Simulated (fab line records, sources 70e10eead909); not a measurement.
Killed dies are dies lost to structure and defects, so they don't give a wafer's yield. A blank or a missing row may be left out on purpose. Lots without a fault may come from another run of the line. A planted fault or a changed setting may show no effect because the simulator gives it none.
Chamber matching | flow nand_harc | NHARC_A_CHANNEL_FILL_D2_ETCHBACK_20 on rie_diel-03: 4 sister chambers
The step etches the open film in C4F8/O2/Ar, target depth 27 nm, time 13.5 s. 18 wafers are shown with their chamber, then 9 later ones without.

WAFERS WITH THEIR CHAMBER
wafer  | chamber | rf_vpp_V (V) | bias_w (W) | oes_product_au (a.u.)
L074.2 | 1       | 981          | 1499       | 0.988
L074.4 | 0       | 970          | 1493       | 0.992
L074.6 | 1       | 981          | 1504       | 0.980
L075.1 | 3       | 988          | 1502       | 1.001
L075.5 | 0       | 970          | 1495       | 1.015
L075.6 | 1       | 982          | 1493       | 1.007
L079.1 | 0       | 968          | 1500       | 1.004
L079.2 | 3       | 989          | 1495       | 1.003
L079.6 | 1       | 983          | 1497       | 1.001
L082.1 | 0       | 969          | 1503       | 1.006
L082.4 | 2       | 974          | 1500       | 0.987
L082.5 | 3       | 989          | 1499       | 0.986
L083.2 | 2       | 973          | 1502       | 0.987
L083.3 | 0       | 969          | 1499       | 0.994
L083.4 | 3       | 988          | 1502       | 0.996
L089.3 | 0       | 968          | 1493       | 1.005
L089.4 | 1       | 983          | 1493       | 1.002
L089.6 | 2       | 973          | 1502       | 0.998

SIGNATURES (means of the wafers above)
reading        | chamber 0 | chamber 1 | chamber 2 | chamber 3 | scatter within a chamber
rf_vpp_V       | 969.00    | 982.00    | 973.33    | 988.50    | 0.831
bias_w         | 1497.17   | 1497.20   | 1501.33   | 1499.50   | 3.83
oes_product_au | 1.00267   | 0.99560   | 0.99067   | 0.99650   | 0.00892
Rule: a wafer's distance from a chamber is the root of the sum, over the readings, of the square of ((its reading less the chamber's mean) divided by the reading's scatter). The wafer belongs to the nearest chamber; if the next one is less than 2 further off, it can't be placed. The scatter: the root of (the sum of the squares of (reading less its chamber's mean) over the shown wafers, divided by (wafers less chambers)).

WAFERS WITHOUT THEIR CHAMBER
wafer  | rf_vpp_V (V) | bias_w (W) | oes_product_au (a.u.)
L088.4 | 974          | 1499       | 1.009
L088.5 | 987          | 1501       | 0.993
L088.6 | 968          | 1500       | 1.008
L092.2 | 969          | 1502       | 0.982
L092.3 | 987          | 1500       | 0.980
L092.4 | 974          | 1498       | 0.963
L096.1 | 989          | 1505       | 0.969
L096.5 | 983          | 1501       | 0.967
L096.6 | 973          | 1502       | 0.982

WHICH CHAMBER EACH WENT THROUGH
wafer  | from the rows above | in truth
L088.4 | 2                   | 2
L088.5 | 3                   | 3
L088.6 | 0                   | 0
L092.2 | 0                   | 0
L092.3 | 3                   | 3
L092.4 | 2                   | 2
L096.1 | 3                   | 3
L096.5 | 1                   | 1
L096.6 | 2                   | 2
Placed correctly: 9 of 9. Can't be placed from these rows: 0. Placed wrongly: 0.
